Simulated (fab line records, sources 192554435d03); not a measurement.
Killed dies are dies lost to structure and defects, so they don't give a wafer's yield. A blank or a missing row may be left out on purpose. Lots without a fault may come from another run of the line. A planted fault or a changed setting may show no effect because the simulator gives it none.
Chamber matching | flow n5_finfet | N5_FIN_CUT_CUT_ETCH_26 on rie_diel-01: 4 sister chambers
The step etches SiNx in CH3F/O2, target depth 39 nm, time 55.7 s. 18 wafers are shown with their chamber, then 9 later ones without.

WAFERS WITH THEIR CHAMBER
wafer  | chamber | drypump_motor_current_A (A) | rf_vpp_V (V) | showerhead_plenum_p_Torr (Torr)
L078.2 | 3       | 6.4                         | 291          | 1.97
L078.4 | 2       | 5.2                         | 301          | 2.02
L078.6 | 1       | 4.9                         | 300          | 1.92
L079.1 | 0       | 5.6                         | 298          | 2.04
L079.2 | 1       | 4.8                         | 301          | 1.92
L079.4 | 2       | 5.2                         | 301          | 2.02
L080.1 | 1       | 4.9                         | 301          | 1.91
L080.3 | 2       | 5.2                         | 301          | 2.01
L080.6 | 2       | 5.2                         | 301          | 2.01
L082.1 | 3       | 6.4                         | 291          | 1.97
L082.2 | 0       | 5.6                         | 297          | 2.03
L082.6 | 3       | 6.4                         | 291          | 1.97
L088.2 | 1       | 4.9                         | 300          | 1.91
L088.5 | 3       | 6.5                         | 291          | 1.97
L088.6 | 0       | 5.6                         | 297          | 2.03
L089.4 | 0       | 5.6                         | 297          | 2.03
L089.5 | 3       | 6.4                         | 291          | 1.97
L089.6 | 0       | 5.6                         | 297          | 2.03

SIGNATURES (means of the wafers above)
reading                  | chamber 0 | chamber 1 | chamber 2 | chamber 3 | scatter within a chamber
drypump_motor_current_A  | 5.600     | 4.875     | 5.200     | 6.420     | 0.0333
rf_vpp_V                 | 297.20    | 300.50    | 301.00    | 291.00    | 0.359
showerhead_plenum_p_Torr | 2.0320    | 1.9150    | 2.0150    | 1.9700    | 0.00447
Rule: a wafer's distance from a chamber is the root of the sum, over the readings, of the square of ((its reading less the chamber's mean) divided by the reading's scatter). The wafer belongs to the nearest chamber; if the next one is less than 2 further off, it can't be placed. The scatter: the root of (the sum of the squares of (reading less its chamber's mean) over the shown wafers, divided by (wafers less chambers)).

WAFERS WITHOUT THEIR CHAMBER
wafer  | drypump_motor_current_A (A) | rf_vpp_V (V) | showerhead_plenum_p_Torr (Torr)
L095.1 | 6.4                         | 292          | 1.96
L095.3 | 5.6                         | 298          | 2.03
L095.4 | 5.2                         | 300          | 2.01
L096.2 | 4.9                         | 301          | 1.91
L096.4 | 5.2                         | 303          | 2.01
L096.6 | 5.6                         | 297          | 2.02
L097.1 | 6.4                         | 291          | 1.96
L097.5 | 5.2                         | 301          | 2.00
L097.6 | 6.4                         | 290          | 1.96

WHICH CHAMBER EACH WENT THROUGH
wafer  | from the rows above | in truth
L095.1 | 3                   | 3
L095.3 | 0                   | 0
L095.4 | 2                   | 2
L096.2 | 1                   | 1
L096.4 | 2                   | 2
L096.6 | 0                   | 0
L097.1 | 3                   | 3
L097.5 | 2                   | 2
L097.6 | 3                   | 3
Placed correctly: 9 of 9. Can't be placed from these rows: 0. Placed wrongly: 0.
